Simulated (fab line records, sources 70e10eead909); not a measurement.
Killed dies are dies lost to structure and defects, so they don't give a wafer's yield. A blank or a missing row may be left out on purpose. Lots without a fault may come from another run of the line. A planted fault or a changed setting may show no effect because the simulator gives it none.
Chamber matching | flow nand_harc | NHARC_P_BONDPAD_CMP_19 on cmp-01: 4 sister chambers
The step polishes, t overpolish 30 s, cu recess touch 16 s, target thk 160.81 nm. 4 wafers are shown with their chamber, then 7 later ones without.

WAFERS WITH THEIR CHAMBER
wafer  | chamber | motor_current_A (A)
L084.1 | 1       | 13.3
L085.1 | 0       | 12.0
L086.1 | 2       | 11.0
L086.2 | 3       | 12.7

WAFERS WITHOUT THEIR CHAMBER
wafer  | motor_current_A (A)
L086.5 | 13.4
L086.3 | 13.2
L086.4 | 12.5
L086.6 | 12.2
L097.3 | 12.4
L097.4 | 10.5
L097.6 | 13.2

WHICH CHAMBER EACH WENT THROUGH
wafer  | from the rows above     | in truth
L086.5 | 1                       | 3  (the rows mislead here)
L086.3 | can't be placed: 1 or 3 | 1
L086.4 | can't be placed: 3 or 0 | 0
L086.6 | can't be placed: 0 or 3 | 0
L097.3 | can't be placed: 3 or 0 | 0
L097.4 | 2                       | 2
L097.6 | can't be placed: 1 or 3 | 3
Placed correctly: 1 of 7. Can't be placed from these rows: 5 (the true chamber is among the candidates in 5). Placed wrongly: 1.
How it was worked out, from the rows above alone: a wafer's distance from a chamber is the root of the sum, over the readings, of the square of ((its reading less the chamber's mean) divided by the reading's scatter). The wafer belongs to the nearest chamber; if the next one is less than 2 further off, it can't be placed. A chamber's mean is the mean of its shown wafers. The scatter: with one shown wafer a chamber, the root of the mean of the squares of how far each hidden wafer lies from its nearest shown one.
